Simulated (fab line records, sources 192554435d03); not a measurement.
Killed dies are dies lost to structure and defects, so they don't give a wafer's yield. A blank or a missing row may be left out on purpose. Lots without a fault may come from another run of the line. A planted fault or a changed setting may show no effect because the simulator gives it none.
Split-lot experiment | flow n5_finfet | 7 lots, 21 wafers read, on a route of 1938 steps

THE SPLIT
At N5_BEOL_M7_PECVD_70 (deposits SiO2 from TEOS/O2, target thk 20 nm, time 22.7 s), the setting temp_c was moved away from the recipe's 400 C on 10 of the 21 wafers read, by -3.4% to +3.2%. The other wafers ran this setting at the recipe's value.

The reading is taken at the split's own step.

THE READING
SiO2_of_BEOL_M7_PECVD_70.thk_nm (the simulator's own value, which no gauge read), in nm, at N5_BEOL_M7_PECVD_70 (deposits SiO2 from TEOS/O2, target thk 20 nm, time 22.7 s). The file gives no usual value for it. The 11 wafers here that ran the recipe average 20.0 nm, standard deviation 0.36 nm.

wafer  | tool, chamber at the split | temp_c as run, C | against the recipe | SiO2_of_BEOL_M7_PECVD_70.thk_nm, nm | against lot-mates on the recipe
L076.3 | pecvd-03, 0                | 405.6            | +1.4%              | 19                                  | -1.2
L076.5 | pecvd-03, 2                | 405.6            | +1.4%              | 19.4                                | -0.8
L076.6 | pecvd-03, 0                | 400              | recipe             | 20.2                                | -
L077.1 | pecvd-03, 1                | 393.9            | -1.5%              | 20.4                                | no lot-mate on the recipe
L077.3 | pecvd-03, 1                | 393.9            | -1.5%              | 21                                  | no lot-mate on the recipe
L077.4 | pecvd-03, 0                | 393.9            | -1.5%              | 20.8                                | no lot-mate on the recipe
L080.3 | pecvd-02, 0                | 400              | recipe             | 19.8                                | -
L080.4 | pecvd-02, 1                | 400              | recipe             | 20.2                                | -
L080.6 | pecvd-02, 2                | 412.8            | +3.2%              | 18.6                                | -1.4
L079.2 | pecvd-03, 1                | 405.7            | +1.4%              | 19                                  | -1.3
L079.4 | pecvd-03, 0                | 400              | recipe             | 20.2                                | -
L079.6 | pecvd-03, 0                | 400              | recipe             | 20.4                                | -
L083.3 | pecvd-03, 0                | 400              | recipe             | 19.4                                | -
L083.4 | pecvd-03, 1                | 400              | recipe             | 19.8                                | -
L083.5 | pecvd-03, 0                | 400              | recipe             | 19.6                                | -
L092.1 | pecvd-02, 1                | 386.2            | -3.4%              | 21.6                                | +1.2
L092.4 | pecvd-02, 1                | 400              | recipe             | 20.4                                | -
L092.5 | pecvd-02, 2                | 386.2            | -3.4%              | 22                                  | +1.6
L097.4 | pecvd-02, 2                | 395.4            | -1.2%              | 20.8                                | +0.6
L097.5 | pecvd-02, 2                | 400              | recipe             | 20.6                                | -
L097.6 | pecvd-02, 0                | 400              | recipe             | 19.8                                | -

THE FIT
A straight line over all 21 wafers: SiO2_of_BEOL_M7_PECVD_70.thk_nm changes by -0.513 nm for each +1% of temp_c; r = -0.93; the points scatter about the line by 0.32 nm.
The same after taking each lot's own level away (the mean of its wafers on the recipe; 18 wafers): -0.473 nm for each +1%; r = -0.94; scatter 0.28 nm.
On that fit, the largest move of temp_c shifts the reading by 1.6 nm.
The lots' own levels span 19.60 to 20.40 nm, that is 2.2 times the standard deviation above.
So the lot-to-lot level changes the slope little: the two slopes agree.
Check: with one of the wafers moved furthest among these (-3.4%) left out of the fit, the line predicts +1.72 nm for it against its lot-mates. It came out at +1.2 nm against them.

OTHER SPLITS ON THESE WAFERS
These wafers also went through other splits before the reading. Each is held against what the fit with the lots' levels taken away leaves over:
other split on the same wafers    | wafers away from the commonest value | r with SiO2_of_BEOL_M7_PECVD_70.thk_nm (lot level and that fit taken away)
N5_BEOL_M5_COAT_05 spin_rpm       | 4                                    | -0.36
N5_BEOL_M5_DESCUM_16 time_s       | 8                                    | +0.23
N5_BEOL_M6_PECVD_70 time_s        | 6                                    | +0.18
N5_BEOL_M6_HM_DEP_02 target_thk_a | 8                                    | +0.15

THE FILE'S OWN FIT
SiO2_of_BEOL_M7_PECVD_70.thk_nm changes by -0.483 nm for each +1% of temp_c, r = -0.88.
